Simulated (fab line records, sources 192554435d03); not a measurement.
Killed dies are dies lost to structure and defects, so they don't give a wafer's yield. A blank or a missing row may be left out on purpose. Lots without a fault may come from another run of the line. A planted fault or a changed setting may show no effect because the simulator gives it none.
One fault seen from 3 desks | flow n5_finfet | each desk has only its own numbers; what lay behind them comes last

THE DEFECT DESK
What the inspections along the route counted, lot by lot: means of the sampled wafers that have a number. A lot is out of limits, marked OUT, if its mean lies more than 4 standard deviations from the usual mean; the brackets give that distance.
Columns: A = raw_defect_count at N5_BEOL_M10_INSPECT_13, usual 394
lot  | first seen here | A
L843 | day 10 00:09    | 439
L844 | day 10 05:41    | 437
L848 | day 11 00:19    | 316
L851 | day 11 13:44    | 391
L854 | day 12 05:10    | 266
L855 | day 13 08:32    | 346
L857 | day 13 23:07    | 328
L860 | day 14 03:01    | 268
L859 | day 14 21:43    | 457
L862 | day 16 03:46    | 432
L865 | day 16 12:32    | 1910 (+18) OUT
L866 | day 17 09:15    | 1223 (+9.6) OUT
L864 | day 17 23:15    | 1795 (+16) OUT
This desk's finding: out of limits on L864, L865, L866; first on L865, day 16 12:32 (raw_defect_count at N5_BEOL_M10_INSPECT_13). In limits: L843, L844, L848, L851, L854, L855, L857, L860, L859, L862.

THE METROLOGY DESK
What the gauges read, lot by lot, whatever tool the lot ran on: means of the sampled wafers that have a number. A lot is out of limits, marked OUT, if its mean lies more than 4 standard deviations from the usual mean; the brackets give that distance.
Columns: A = M9_THK at N5_BEOL_M9_THK_MEAS_53, usual 140 nm
lot  | first seen here | A
L843 | day 9 21:17     | 143
L844 | day 10 01:20    | 141
L848 | day 10 22:01    | 139
L851 | day 11 12:10    | 136
L854 | day 12 02:35    | 138
L855 | day 13 06:59    | 140
L857 | day 13 21:01    | 137
L860 | day 14 01:17    | 141
L859 | day 14 19:59    | 142
L862 | day 16 02:26    | 140
L865 | day 16 08:00    | 140
L866 | day 17 07:31    | 142
L864 | day 17 21:41    | 138
This desk's finding: nothing out of limits on any of the 13 lots.

THE TOOL OWNER'S DESK: pecvd-01
The tool's own readings at N5_BEOL_M10_PECVD_70 (deposits SiO2 from TEOS/O2, target thk 20 nm, time 22.7 s): means of the sampled wafers that have a number, for each lot that ran on this tool. A lot is out of limits, marked OUT, if its mean lies more than 4 standard deviations from the usual mean; the brackets give that distance.
Columns: A = heater_power_outer_w at N5_BEOL_M10_PECVD_70, usual 439 W; B = heater_power_w at N5_BEOL_M10_PECVD_70, usual 712 W; C = showerhead_plenum_p_Torr at N5_BEOL_M10_PECVD_70, usual 8.81 Torr; D = throttle_valve_pct at N5_BEOL_M10_PECVD_70, usual 22.6 %
lot  | first seen here | A   | B   | C    | D
L844 | day 10 02:10    | 393 | 679 | 8.81 | 21.8
L854 | day 12 03:25    | 468 | 768 | 8.78 | 21.8
L860 | day 14 02:08    | 413 | 678 | 8.86 | 21.2
L865 | day 16 08:50    | 404 | 656 | 8.85 | 21.4
L866 | day 17 08:20    | 446 | 742 | 8.79 | 22.1
L864 | day 17 22:31    | 395 | 647 | 8.86 | 21.4
This desk's finding: nothing out of limits on any of the 6 lots.

PUT TOGETHER
The defect desk could have raised an alarm at day 16 12:32, on L864, L865, L866.
The metrology desk saw nothing out of limits.
The tool owner's desk saw nothing out of limits.
The metrology desk has L864, L865, L866 on record, within its limits.
The tool owner's desk has L864, L865, L866 on record, within its limits.
Of the lots named, all ran N5_BEOL_M10_PECVD_70 on pecvd-01.

WHAT THE SIMULATOR HAD PUT IN
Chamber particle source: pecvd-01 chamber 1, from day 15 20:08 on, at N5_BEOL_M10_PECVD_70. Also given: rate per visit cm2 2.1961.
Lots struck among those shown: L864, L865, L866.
Hours from the fault's start to each desk's first reading out of limits: the defect desk, 16.
